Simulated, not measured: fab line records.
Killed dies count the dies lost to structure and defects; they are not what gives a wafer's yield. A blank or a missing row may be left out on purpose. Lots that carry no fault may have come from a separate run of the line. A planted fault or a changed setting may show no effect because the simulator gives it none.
Which of the tools did it? + flow n5Finfet + 36 wafers sampled from 12 lots at 1 step of a route of 1938

WHAT EACH GAUGE READ, for each wafer
N5_BEOL_M12_OCD_MEAS_35.
| lot  | measured     | on     | trenchDepthNm (nm) |
|------|--------------|--------|--------------------|
| L074 | day 10 21:07 | ocd-02 | 317 322 309        |
| L078 | day 11 10:26 | ocd-02 | 314 328 327        |
| L080 | day 11 17:48 | ocd-02 | 321 321 317        |
| L081 | day 11 22:13 | ocd-01 | 322 315 316        |
| L082 | day 12 16:01 | ocd-01 | 317 318 319        |
| L085 | day 12 21:43 | ocd-01 | 313 312 318        |
| L089 | day 13 21:19 | ocd-01 | 331 315 323        |
| L088 | day 14 05:52 | ocd-02 | 329 328 312        |
| L091 | day 14 15:33 | ocd-01 | 322 320 323        |
| L092 | day 15 05:58 | ocd-02 | 319 326 325        |
| L094 | day 15 15:43 | ocd-01 | 327 321 319        |
| L097 | day 16 14:43 | ocd-01 | 322 325 322        |

TOOL THAT RAN EACH LOT (tool first, then ch and the chambers of the sampled wafers, then the start)
There is no process step in the record ahead of these readings.

THE ANSWER, worked out from the rows above alone
Rule: the lots themselves supply what counts as usual. The widest of any qualifying gaps counts: lots, ordered by their means at a reading, are off when they make up no more than a third of the lots, leave a main group of 4 or more, and stand apart from it by 3 or more times the standard deviation of that group's means. The tables above print the reading to a certain number of digits; a main group whose means all agree to those digits is not used. Also off: a lot with no number at a reading for which 4 or more lots have one. The other lots that the step has rows for count as sound.
Across all readings shown, no lot is off: no conclusion can be drawn from this.

WHAT THE SIMULATOR HAD INSERTED
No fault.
